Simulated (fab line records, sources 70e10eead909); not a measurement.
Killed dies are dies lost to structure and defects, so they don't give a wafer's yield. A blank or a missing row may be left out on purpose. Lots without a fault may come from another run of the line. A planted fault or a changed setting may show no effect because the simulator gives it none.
Which tool did it? | flow nand_harc | 12 lots, 36 wafers sampled, at 6 steps of a route of 1302

WHAT THE GAUGES READ, wafer by wafer
NHARC_A_CHANNEL_FILL_D1_INSPECT_13. Usual: raw_defect_count 311, standard deviation 110.
lot  | measured     | on                | raw_defect_count | flag
L597 | day 11 09:49 | defect_inspect-01 | 426 294 262      |
L598 | day 11 09:49 | defect_inspect-02 | 296 219 210      |
L600 | day 12 04:56 | defect_inspect-02 | 349 512 251      |
L599 | day 12 02:08 | defect_inspect-02 | 257 213 253      |
L601 | day 12 20:25 | defect_inspect-01 | 322 264 320      |
L602 | day 13 05:31 | defect_inspect-01 | 299 281 366      |
L603 | day 14 07:17 | defect_inspect-02 | 403 341 233      |
L606 | day 15 05:30 | defect_inspect-01 | 318 231 231      |
L607 | day 15 14:16 | defect_inspect-02 | 257 326 443      |
L608 | day 15 19:01 | defect_inspect-02 | 814 310 436      |
L617 | day 20 01:52 | defect_inspect-01 | 369 230 377      |
L619 | day 20 16:45 | defect_inspect-02 | 229 228 274      |

NHARC_A_ONON_D2_THK_MEAS_11: measures by ellipsometry. Usual: thk_nm 1001 nm, standard deviation 12.
lot  | measured     | on            | thk_nm (nm)    | flag
L597 | day 12 22:11 | film_metro-01 | 984 984 983    |
L598 | day 12 22:09 | film_metro-02 | 987 990 989    |
L600 | day 13 19:19 | film_metro-01 | 1003 1003 1000 |
L599 | day 13 19:19 | film_metro-02 | 1014 1017 1015 |
L601 | day 14 15:16 | film_metro-01 | 1004 1002 1004 |
L602 | day 14 20:45 | film_metro-01 | 989 991 991    |
L603 | day 16 02:58 | film_metro-01 | 991 993 992    |
L606 | day 17 06:19 | film_metro-01 | 1024 1023 1024 |
L607 | day 17 06:31 | film_metro-01 | 1006 1004 1006 |
L608 | day 17 09:46 | film_metro-02 | 1002 999 1003  |
L617 | day 21 11:22 | film_metro-02 | 935 934 935    | OFF
L619 | day 22 01:03 | film_metro-01 | 961 958 959    | OFF

NHARC_END_SORT_01. Usual: killed_at_array 59, standard deviation 19; killed_at_other 1.0, standard deviation 1.1; killed_at_periphery 3.8, standard deviation 2.4; killed_dies 64, standard deviation 19; killed_open 3.3, standard deviation 2; killed_short 2.4, standard deviation 1.6.
lot  | measured     | on        | killed_at_array | killed_at_other | killed_at_periphery | killed_dies | killed_open | killed_short | flag
L601 | day 26 19:02 | prober-01 | 80 63 82        | 1 0 1           | 3 5 6               | 84 68 89    | 3 1 3       | 3 2 4        |
L607 | day 29 08:04 | prober-01 | 57 65 52        | 0 2 1           | 1 1 6               | 58 68 59    | 2 0 5       | 0 2 1        |
L608 | day 29 21:09 | prober-02 | 112 83 68       | 1 1 3           | 2 8 7               | 115 92 78   | 2 6 5       | 4 5 3        |

WHICH TOOL RAN EACH LOT (tool, then ch and the chambers of the sampled wafers, then the start)
lot  | NHARC_A_CHANNEL_FILL_D1_ALD_16   | NHARC_A_CHANNEL_FILL_D1_ETCHBACK_08           | NHARC_A_ONON_D2_DEP_09
L597 | ald_hk-04 ch 1,3, day 9 20:38    | rie_diel-01 ch 0,3, day 11 09:49 or earlier   | pecvd_onon-02 ch 0, day 12 21:40
L598 | ald_hk-04 ch 0,3, day 9 20:48    | rie_diel-05 ch 0,2,3, day 11 09:49 or earlier | pecvd_onon-04 ch 0, day 12 21:38
L600 | ald_hk-03 ch 1,2, day 10 12:37   | rie_diel-09 ch 0,2, day 12 04:56 or earlier   | pecvd_onon-02 ch 0, day 13 18:48
L599 | ald_hk-01 ch 1,2,3, day 10 12:38 | rie_diel-05 ch 0,1,2, day 12 02:08 or earlier | pecvd_onon-01 ch 0, day 13 18:49
L601 | ald_hk-01 ch 0,1,3, day 11 07:32 | rie_diel-01 ch 0,2,3, day 12 20:25 or earlier | pecvd_onon-02 ch 0, day 14 14:46
L602 | ald_hk-01 ch 0,1,3, day 11 18:13 | rie_diel-01 ch 0,1,2, day 13 05:31 or earlier | pecvd_onon-02 ch 0, day 14 20:25
L603 | ald_hk-01 ch 0,1, day 12 15:51   | rie_diel-09 ch 0,3, day 14 07:17 or earlier   | pecvd_onon-01 ch 0, day 16 02:31
L606 | ald_hk-03 ch 0,2,3, day 13 17:22 | rie_diel-09 ch 0,1,2, day 15 05:30 or earlier | pecvd_onon-04 ch 0, day 17 05:52
L607 | ald_hk-04 ch 2,3, day 13 23:14   | rie_diel-09 ch 2,3, day 15 14:16 or earlier   | pecvd_onon-02 ch 0, day 17 06:10
L608 | ald_hk-04 ch 1,3, day 14 07:20   | rie_diel-05 ch 0,2,3, day 15 19:01 or earlier | pecvd_onon-02 ch 0, day 17 09:14
L617 | ald_hk-03 ch 1,3, day 18 08:50   | rie_diel-01 ch 0,3, day 20 01:52 or earlier   | pecvd_onon-01 ch 0, day 21 10:52
L619 | ald_hk-01 ch 0,1,3, day 19 00:28 | rie_diel-01 ch 0,1,2, day 20 16:45 or earlier | pecvd_onon-01 ch 0, day 22 00:32
- NHARC_A_CHANNEL_FILL_D1_ALD_16: deposits SiO2, target thk 1.5 nm, pulse time 10 s, ald cycles 15.
- NHARC_A_CHANNEL_FILL_D1_ETCHBACK_08: etches the open film in C4F8, target depth 220 nm, time 110 s.
- NHARC_A_ONON_D2_DEP_09: target thk 1000 nm.

WHAT THE TOOLS THEMSELVES READ (means of the sampled wafers that have a number; where no wafer has one, the mark that the record gives instead)
NHARC_A_CHANNEL_FILL_D1_ALD_16. Usual: heater_power_w 473 W, standard deviation 46; precursor_pulse_height_rel 1.002, standard deviation 0.018.
lot  | tool      | heater_power_w (W) | precursor_pulse_height_rel | flag
L597 | ald_hk-04 | 512                | 0.985                      |
L598 | ald_hk-04 | 481                | 0.991                      |
L600 | ald_hk-03 | 414                | 1.009                      |
L599 | ald_hk-01 | 453                | 1.005                      |
L601 | ald_hk-01 | 494                | 1.009                      |
L602 | ald_hk-01 | 485                | 0.989                      |
L603 | ald_hk-01 | 502                | 1.005                      |
L606 | ald_hk-03 | 446                | 1.001                      |
L607 | ald_hk-04 | 511                | 0.993                      |
L608 | ald_hk-04 | 507                | 1.002                      |
L617 | ald_hk-03 | 402                | 1.000                      |
L619 | ald_hk-01 | 473                | 1.021                      |

NHARC_A_CHANNEL_FILL_D1_ETCHBACK_08. Usual: oes_product_au 0.96 a.u., standard deviation 0.035; rf_fwd_power_W 595.6 W, standard deviation 2.2; rf_vpp_V 442 V, standard deviation 3.1.
lot  | tool        | oes_product_au (a.u.) | rf_fwd_power_W (W) | rf_vpp_V (V) | flag
L597 | rie_diel-01 | 0.99                  | 594.1              | 444          |
L598 | rie_diel-05 | 1.00                  | 599.3              | 441          |
L600 | rie_diel-09 | 0.93                  | 594.8              | 445          |
L599 | rie_diel-05 | 0.93                  | 596.8              | 440          |
L601 | rie_diel-01 | 0.92                  | 594.4              | 440          |
L602 | rie_diel-01 | 0.95                  | 593.1              | 437          |
L603 | rie_diel-09 | 0.91                  | 597.2              | 444          |
L606 | rie_diel-09 | 1.00                  | 595.3              | 445          |
L607 | rie_diel-09 | 1.00                  | 598.4              | 445          |
L608 | rie_diel-05 | 0.93                  | 596.8              | 441          |
L617 | rie_diel-01 | 0.99                  | 593.8              | 442          |
L619 | rie_diel-01 | 0.92                  | 594.0              | 437          |

NHARC_A_ONON_D2_DEP_09. Usual: sih4_flow_sccm 209.9 sccm, standard deviation 0.66.
lot  | tool          | sih4_flow_sccm (sccm) | flag
L597 | pecvd_onon-02 | 210.8                 |
L598 | pecvd_onon-04 | 210.3                 |
L600 | pecvd_onon-02 | 210.4                 |
L599 | pecvd_onon-01 | 209.4                 |
L601 | pecvd_onon-02 | 209.6                 |
L602 | pecvd_onon-02 | 209.5                 |
L603 | pecvd_onon-01 | 209.6                 |
L606 | pecvd_onon-04 | 210.5                 |
L607 | pecvd_onon-02 | 209.1                 |
L608 | pecvd_onon-02 | 209.7                 |
L617 | pecvd_onon-01 | 208.9                 |
L619 | pecvd_onon-01 | 210.2                 |

THE ANSWER, worked out from the rows above alone
Rule: a lot is off if the mean of its wafers that have a number lies more than 3 standard deviations from the usual mean. A lot without any number at a reading at which 4 lots or more have one is off too. The other lots that the step has rows for count as sound. The gauges are gone through in route order, then the tools' own readings, and for those a lot's mean is taken as printed above. The first step at which some lot is off is used, and at that step the reading that is off furthest; a lot without a number counts as furthest.
Off: L617, L619, at NHARC_A_ONON_D2_THK_MEAS_11 (thk_nm).
A tool fits if, at a process step before that reading, it ran every lot that is off, and no sound lot after the first of them. The gauges at NHARC_A_ONON_D2_THK_MEAS_11 are tried like those tools. NHARC_A_CHANNEL_FILL_D1_ETCHBACK_08 gives no start for some lots, so the hours and the order of its lots are those of NHARC_A_CHANNEL_FILL_D1_INSPECT_13. Can't be told from this: 2 tools fit, rie_diel-01 at NHARC_A_CHANNEL_FILL_D1_ETCHBACK_08, pecvd_onon-01 at NHARC_A_ONON_D2_DEP_09.

WHAT THE SIMULATOR HAD PUT IN
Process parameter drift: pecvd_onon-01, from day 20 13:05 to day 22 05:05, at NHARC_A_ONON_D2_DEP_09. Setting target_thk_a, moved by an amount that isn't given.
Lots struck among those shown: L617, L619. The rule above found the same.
